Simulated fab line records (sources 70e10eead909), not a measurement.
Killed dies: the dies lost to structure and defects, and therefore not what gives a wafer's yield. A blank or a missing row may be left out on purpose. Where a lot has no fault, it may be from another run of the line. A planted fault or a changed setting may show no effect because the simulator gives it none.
fab line records | flow nand-harc | part 2 of 2: steps 5 to 6 of 6
record: lots: 22 | wafers: 66 | last-day: 33
route steps=1302 shown A_STAIRCASE@790
lots with no fault: from the same line, run without faults
start-h: start of the lot's first displayed wafer, in hours after the record's first day | wait-h: hours from the lot's prior step to this one | " unchanged from the row above | L1.1+2: one row covering several wafers at once | - no value present, or no start provided | * or withheld: withheld | < > ~ a bound
route shown NAME@n: a module of which the file shows steps, and the number in the route of the first | usual: mean/standard deviation taken from wafers without a fault | same: alike in all rows | chamber/n: place in a boat | sites: per-site readings | _std_site: the values' standard deviation | _edge_site: outer sites' mean less inner sites' | radius-mm: how far each site lies from the wafer's centre | mask NAME#n: copy n | behind: the tool/chamber that last shaped the wafer | hold: what put the lot on hold/how long, in hours/how the hold closed | device: the n, p or np transistor that did not switch | end of line: tests of these same wafers at the route's end | a step given without rows: its recipe and nothing more | killed: count of dies lost to structure and defects at first sort (not the wafer's yield) | map: a wafer's dies, x killed, . not, _ none there
set.NAME: the setting that was run; set.NAME@STEP: the one run at that earlier step | model.NAME: the simulator's own value behind a step, which no gauge read
steps of the route over a sample of lots; a table a step, a row a wafer
services: a tool's chamber out of use, with start hour (start-h, from the record's first day; less than 0 if before it), hours out, and reason
== steps ==
step: NHARC_A_STAIRCASE_STRIP_446
recipe: power-w: 1500 | temp-c: 250 | chemistry: O2
usual: drypump-motor-current-A: 5.5/0.34 | heater-power-w: 326/12
lot.wafer | tool            | chamber | start-h | wait-h | drypump-motor-current-A | heater-power-w | rf-hours-counter-h
L074.2    | plasma-asher-01 | 0       | 412.90  | 0.1    | 5.4                     | 338            | 11
L074.6    | "               | 0       | "       | "      | 5.4                     | 337            | -
L074.5    | "               | 1       | "       | "      | 5.3                     | 335            | -
L076.2    | plasma-asher-01 | 0       | 443.02  | 0.0    | 5.4                     | 341            | 18
L076.4    | "               | 0       | "       | "      | 5.4                     | 339            | -
L076.5    | "               | 0       | "       | "      | 5.4                     | 345            | -
L075.1    | plasma-asher-02 | 0       | 443.03  | 0.1    | 5.3                     | 320            | 3
L075.3    | "               | 0       | "       | "      | 5.3                     | 332            | -
L075.5    | "               | 0       | "       | "      | 5.3                     | 329            | -
L077.2    | plasma-asher-02 | 1       | 449.27  | 0.0    | 6.1                     | 298            | 4
L077.3    | "               | 0       | "       | "      | 5.3                     | 329            | -
L077.6    | "               | 0       | "       | "      | 5.3                     | 323            | -
L079.2    | plasma-asher-01 | 0       | 470.49  | 0.0    | 5.4                     | 345            | 23
L079.4    | "               | 1       | "       | "      | 5.3                     | 328            | -
L079.6    | "               | 1       | "       | "      | 5.3                     | 316            | -
L078.2    | plasma-asher-01 | 0       | 470.91  | 0.0    | 5.4                     | 343            | 24
L078.1    | "               | 1       | "       | "      | 5.3                     | 325            | 24
L078.3    | "               | 0       | "       | "      | 5.4                     | 332            | -
L080.1    | plasma-asher-01 | 1       | 489.99  | 0.1    | 5.3                     | 336            | 27
L080.4    | "               | 0       | "       | "      | 5.4                     | 342            | -
L080.6    | "               | 1       | "       | "      | 5.3                     | 326            | -
L081.1    | plasma-asher-02 | 1       | 502.10  | 0.0    | 6.1                     | 306            | 13
L081.4    | "               | 1       | "       | "      | 6.1                     | 305            | -
L081.6    | "               | 1       | "       | "      | 6.1                     | 308            | -
L082.2    | plasma-asher-01 | 0       | 502.24  | 0.0    | 5.4                     | 335            | 28
L082.3    | "               | 0       | "       | "      | 5.4                     | 344            | -
L082.5    | "               | 0       | "       | "      | 5.4                     | 339            | -
L083.2    | plasma-asher-02 | 1       | 516.83  | 0.0    | 6.1                     | 312            | 18
L083.1    | "               | 0       | "       | "      | 5.2                     | 333            | 18
L083.3    | "               | 0       | "       | "      | 5.3                     | 332            | -
L085.2    | plasma-asher-02 | 1       | 534.84  | 0.0    | 6.1                     | 313            | 23
L085.1    | "               | 0       | "       | "      | 5.3                     | 321            | 23
L085.6    | "               | 1       | "       | "      | 6.1                     | 304            | -
L084.3    | plasma-asher-02 | 1       | 537.77  | 0.1    | 6.2                     | 305            | -
L084.4    | "               | 0       | "       | "      | 5.3                     | 326            | -
L084.5    | "               | 1       | "       | "      | 6.1                     | 294            | -
L086.2    | plasma-asher-01 | 0       | 540.55  | 0.1    | 5.4                     | 323            | 3
L086.3    | "               | 1       | "       | "      | 5.3                     | 328            | -
L086.5    | "               | 1       | "       | "      | 5.3                     | 325            | -
L089.2    | plasma-asher-01 | 0       | 572.33  | 0.1    | 5.4                     | 327            | 9
L089.3    | "               | 0       | "       | "      | 5.4                     | 324            | -
L089.5    | "               | 0       | "       | "      | 5.4                     | 327            | -
L088.1    | plasma-asher-02 | 0       | 572.41  | 0.0    | 5.3                     | 328            | 32
L088.4    | "               | 0       | "       | "      | 5.3                     | 322            | -
L088.5    | "               | 0       | "       | "      | 5.3                     | 331            | -
L087.3    | plasma-asher-01 | 0       | 573.42  | 0.1    | 5.4                     | 327            | -
L087.5    | "               | 0       | "       | "      | 5.4                     | 335            | -
L087.6    | "               | 1       | "       | "      | 5.3                     | 327            | -
L090.2    | plasma-asher-01 | 1       | 584.97  | 0.1    | 5.3                     | 338            | 11
L090.3    | "               | 0       | "       | "      | 5.4                     | 327            | -
L090.6    | "               | 1       | "       | "      | 5.3                     | 323            | -
L091.2    | plasma-asher-01 | 0       | 585.21  | 0.1    | 5.4                     | 326            | 12
L091.4    | "               | 1       | "       | "      | 5.3                     | 328            | -
L091.5    | "               | 0       | "       | "      | 5.4                     | 315            | -
L093.2    | plasma-asher-01 | 1       | 619.54  | 0.0    | 5.3                     | 327            | 20
L093.1    | "               | 0       | "       | "      | 5.4                     | 329            | 20
L093.4    | "               | 0       | "       | "      | 5.4                     | 317            | -
L095.2    | plasma-asher-02 | 0       | 631.81  | 0.2    | 5.3                     | 346            | 4
L095.3    | "               | 1       | "       | "      | 6.1                     | 323            | -
L095.6    | "               | 0       | "       | "      | 5.3                     | 337            | -
L096.2    | plasma-asher-01 | 1       | 650.89  | 0.1    | 5.3                     | 321            | 25
L096.3    | "               | 0       | "       | "      | 5.4                     | 327            | -
L096.5    | "               | 0       | "       | "      | 5.4                     | 318            | -
L097.3    | plasma-asher-02 | 0       | 662.59  | 0.1    | 5.3                     | 353            | -
L097.5    | "               | 0       | "       | "      | 5.2                     | 346            | -
L097.6    | "               | 1       | "       | "      | 6.1                     | 330            | -
step: NHARC_A_STAIRCASE_STRIP_475
recipe: time-s: 20 | o2-flow-sccm: 500 | ar-flow-sccm: 0 | bias-w: 0 | chemistry: O2
usual: drypump-motor-current-A: 5.5/0.64 | oes-product-au: 0.998/0.01 | rf-vpp-V: 57.8/0.87 | showerhead-plenum-p-Torr: 3.51/0.15 | throttle-valve-pct: 17.036/0.0091
same: bias-w: 0
lot.wafer | tool        | chamber | start-h | wait-h | drypump-motor-current-A | oes-product-au | rf-hours-counter-h | rf-vpp-V | showerhead-plenum-p-Torr | throttle-valve-pct
L074.2    | rie-diel-06 | 0       | -       | -      | 5.6                     | 1.002          | 33                 | 56.8     | 3.67                     | 17.024
L074.6    | "           | 2       | "       | "      | 5.0                     | 1.007          | -                  | 57.7     | 3.48                     | 17.041
L074.5    | "           | 3       | "       | "      | 6.5                     | 0.996          | -                  | 57.9     | 3.30                     | 17.030
L075.1    | rie-diel-06 | 2       | -       | -      | 5.0                     | 1.000          | 55                 | 58.2     | 3.47                     | 17.037
L075.3    | "           | 1       | "       | "      | 5.5                     | 0.994          | 50                 | 59.3     | 3.60                     | 17.035
L075.5    | "           | 2       | "       | "      | 5.0                     | 0.997          | -                  | 57.9     | 3.47                     | 17.034
L076.2    | rie-diel-05 | 1       | -       | -      | 4.8                     | 1.006          | 7                  | 58.2     | 3.38                     | 17.042
L076.4    | "           | 3       | "       | "      | 4.9                     | 0.976          | 7                  | 57.9     | 3.80                     | 17.020
L076.5    | "           | 2       | "       | "      | 6.3                     | 0.983          | -                  | 58.0     | 3.41                     | 17.040
L077.3    | rie-diel-05 | 2       | -       | -      | 6.4                     | 0.994          | 8                  | 58.6     | 3.41                     | 17.035
L077.2    | "           | 3       | "       | "      | 4.9                     | 0.992          | 9                  | 57.8     | 3.80                     | 17.023
L077.6    | "           | 1       | "       | "      | 4.8                     | 1.021          | -                  | 57.1     | 3.38                     | 17.033
L079.2    | rie-diel-05 | 1       | -       | -      | 4.8                     | 1.014          | 14                 | 58.2     | 3.37                     | 17.026
L079.4    | "           | 3       | "       | "      | 4.9                     | 0.981          | 18                 | 59.9     | 3.80                     | 17.048
L079.6    | "           | 2       | "       | "      | 6.3                     | 0.992          | -                  | 57.7     | 3.40                     | 17.045
L078.2    | rie-diel-01 | 2       | -       | -      | 5.7                     | 0.985          | 28                 | 58.3     | 3.50                     | 17.029
L078.3    | "           | 0       | "       | "      | 5.5                     | 1.004          | 30                 | 58.2     | 3.51                     | 17.022
L078.1    | "           | 1       | "       | "      | 6.7                     | 0.998          | 26                 | 56.6     | 3.56                     | 17.046
L080.1    | rie-diel-01 | 0       | -       | -      | 5.5                     | 0.997          | 33                 | 56.9     | 3.51                     | 17.051
L080.4    | "           | 1       | "       | "      | 6.7                     | 1.019          | 31                 | 58.1     | 3.55                     | 17.034
L080.6    | "           | 1       | "       | "      | 6.8                     | 1.008          | -                  | 59.4     | 3.55                     | 17.031
L081.1    | rie-diel-05 | 2       | -       | -      | 6.4                     | 0.996          | 24                 | 57.1     | 3.40                     | 17.020
L081.4    | "           | 3       | "       | "      | 5.0                     | 0.988          | 24                 | 59.0     | 3.79                     | 17.036
L081.6    | "           | 1       | "       | "      | 4.8                     | 1.006          | -                  | 56.9     | 3.37                     | 17.040
L082.3    | rie-diel-01 | 2       | -       | -      | 5.7                     | 0.984          | 39                 | 56.4     | 3.49                     | 17.034
L082.2    | "           | 0       | "       | "      | 5.5                     | 0.988          | 37                 | 57.8     | 3.51                     | 17.036
L082.5    | "           | 2       | "       | "      | 5.7                     | 0.976          | -                  | 57.4     | 3.49                     | 17.030
L083.3    | rie-diel-05 | 0       | -       | -      | 5.3                     | 1.018          | 27                 | 57.0     | 3.46                     | 17.035
L083.2    | "           | 1       | "       | "      | 4.8                     | 1.025          | 28                 | 58.2     | 3.37                     | 17.035
L083.1    | "           | 3       | "       | "      | 5.0                     | 0.997          | 29                 | 57.7     | 3.79                     | 17.036
L085.1    | rie-diel-06 | 0       | -       | -      | 5.6                     | 1.007          | 15                 | 56.1     | 3.65                     | 17.048
L085.2    | "           | 2       | "       | "      | 5.0                     | 1.004          | 14                 | 56.7     | 3.46                     | 17.039
L085.6    | "           | 3       | "       | "      | 6.5                     | 1.003          | -                  | 58.6     | 3.80                     | 17.037
L084.4    | rie-diel-01 | 2       | -       | -      | 5.7                     | 0.995          | 53                 | 58.7     | 3.48                     | 17.038
L084.3    | "           | 0       | "       | "      | 5.5                     | 0.999          | 50                 | 57.2     | 3.50                     | 17.053
L084.5    | "           | 1       | "       | "      | 6.7                     | 1.003          | -                  | 58.5     | 3.54                     | 17.023
L086.2    | rie-diel-05 | 1       | -       | -      | 4.8                     | 1.026          | 39                 | 57.2     | 3.36                     | 17.030
L086.3    | "           | 2       | "       | "      | 6.3                     | 0.996          | 40                 | 58.2     | 3.39                     | 17.039
L086.5    | "           | 1       | "       | "      | 4.8                     | 1.016          | -                  | 57.0     | 3.36                     | 17.036
L089.2    | rie-diel-05 | 1       | -       | -      | 4.8                     | 1.007          | 48                 | 57.8     | 3.36                     | 17.014
L089.3    | "           | 2       | "       | "      | 6.3                     | 0.989          | 51                 | 56.1     | 3.39                     | 17.037
L089.5    | "           | 2       | "       | "      | 6.4                     | 0.991          | -                  | 56.2     | 3.39                     | 17.025
L088.4    | rie-diel-01 | 1       | -       | -      | 6.7                     | 1.013          | 5                  | 58.1     | 3.54                     | 17.055
L088.1    | "           | 2       | "       | "      | 5.7                     | 0.995          | 4                  | 57.5     | 3.48                     | 17.037
L088.5    | "           | 1       | "       | "      | 6.7                     | 1.013          | -                  | 57.9     | 3.54                     | 17.048
L087.3    | rie-diel-05 | 3       | -       | -      | 4.9                     | 0.993          | 52                 | 57.5     | 3.78                     | 17.039
L087.6    | "           | 0       | "       | "      | 5.3                     | 1.006          | -                  | 58.8     | 3.44                     | 17.052
L087.5    | "           | 1       | "       | "      | 4.8                     | 1.014          | -                  | 56.2     | 3.36                     | 17.043
L090.2    | rie-diel-01 | 3       | -       | -      | 4.9                     | 0.991          | 10                 | 58.2     | 3.33                     | 17.047
L090.3    | "           | 2       | "       | "      | 5.7                     | 0.991          | 8                  | 57.4     | 3.48                     | 17.059
L090.6    | "           | 0       | "       | "      | 5.5                     | 1.003          | -                  | 58.8     | 3.49                     | 17.056
L091.2    | rie-diel-06 | 3       | -       | -      | 6.5                     | 1.003          | 36                 | 57.8     | 3.79                     | 17.033
L091.4    | "           | 2       | "       | "      | 5.0                     | 1.008          | 32                 | 57.7     | 3.45                     | 17.042
L091.5    | "           | 3       | "       | "      | 6.5                     | 1.007          | -                  | 59.2     | 3.79                     | 17.030
L093.2    | rie-diel-06 | 0       | -       | -      | 5.6                     | 0.996          | 39                 | 58.9     | 3.63                     | 17.033
L093.1    | "           | 1       | "       | "      | 5.5                     | 1.003          | 45                 | 57.4     | 3.57                     | 17.041
L093.4    | "           | 2       | "       | "      | 5.0                     | 0.994          | 46                 | 56.9     | 3.44                     | 17.026
L095.3    | rie-diel-06 | 0       | -       | -      | 5.7                     | 1.005          | 43                 | 58.3     | 3.63                     | 17.026
L095.2    | "           | 1       | "       | "      | 5.5                     | 1.007          | 49                 | 57.8     | 3.56                     | 17.039
L095.6    | "           | 3       | "       | "      | 6.5                     | 1.004          | -                  | 58.7     | 3.78                     | 17.026
L096.3    | rie-diel-05 | 2       | -       | -      | 6.4                     | 0.988          | 14                 | 57.8     | 3.38                     | 17.026
L096.2    | "           | 1       | "       | "      | 4.8                     | 0.990          | 14                 | 56.4     | 3.35                     | 17.043
L096.5    | "           | 3       | "       | "      | 4.9                     | 0.976          | -                  | 59.0     | 3.77                     | 17.047
L097.3    | rie-diel-05 | 3       | -       | -      | 4.9                     | 0.995          | 20                 | 59.3     | 3.76                     | 17.034
L097.5    | "           | 2       | "       | "      | 6.4                     | 0.990          | -                  | 58.1     | 3.37                     | 17.034
L097.6    | "           | 3       | "       | "      | 4.9                     | 0.989          | -                  | 59.0     | 3.76                     | 17.036
== services ==
tool            | chamber | start-h | hours | kind
rie-diel-05     | 3       | 340.22  | 13.9  | repair
rie-diel-05     | 1       | 365.82  | 2.9   | repair
plasma-asher-02 | -       | 371.98  | 0.4   | repair
rie-diel-01     | -       | 377.14  | 1.4   | repair
rie-diel-01     | -       | 381.26  | 9.0   | pm
ald-hk-04       | -       | 389.65  | 1.0   | repair
rie-diel-06     | -       | 402.50  | 0.5   | repair
rie-diel-05     | -       | 406.63  | 9.0   | pm
plasma-asher-02 | -       | 426.00  | 9.0   | pm
ald-hk-04       | -       | 432.19  | 10.0  | pm
rie-diel-01     | 1       | 441.49  | 7.4   | repair
ald-hk-04       | -       | 472.87  | 2.7   | repair
rie-diel-06     | -       | 484.25  | 9.0   | pm
plasma-asher-01 | -       | 519.56  | 9.0   | pm
rie-diel-05     | 2       | 524.64  | 1.5   | repair
rie-diel-01     | 3       | 528.71  | 7.8   | repair
plasma-asher-01 | -       | 556.06  | 3.8   | repair
rie-diel-01     | -       | 558.26  | 9.0   | pm
rie-diel-05     | -       | 583.68  | 9.0   | pm
rie-diel-06     | 0       | 595.74  | 4.3   | repair
plasma-asher-01 | -       | 608.42  | 3.0   | repair
plasma-asher-01 | -       | 643.22  | 4.4   | repair
rie-diel-06     | 2       | 654.40  | 3.1   | repair
rie-diel-06     | -       | 661.25  | 9.0   | pm
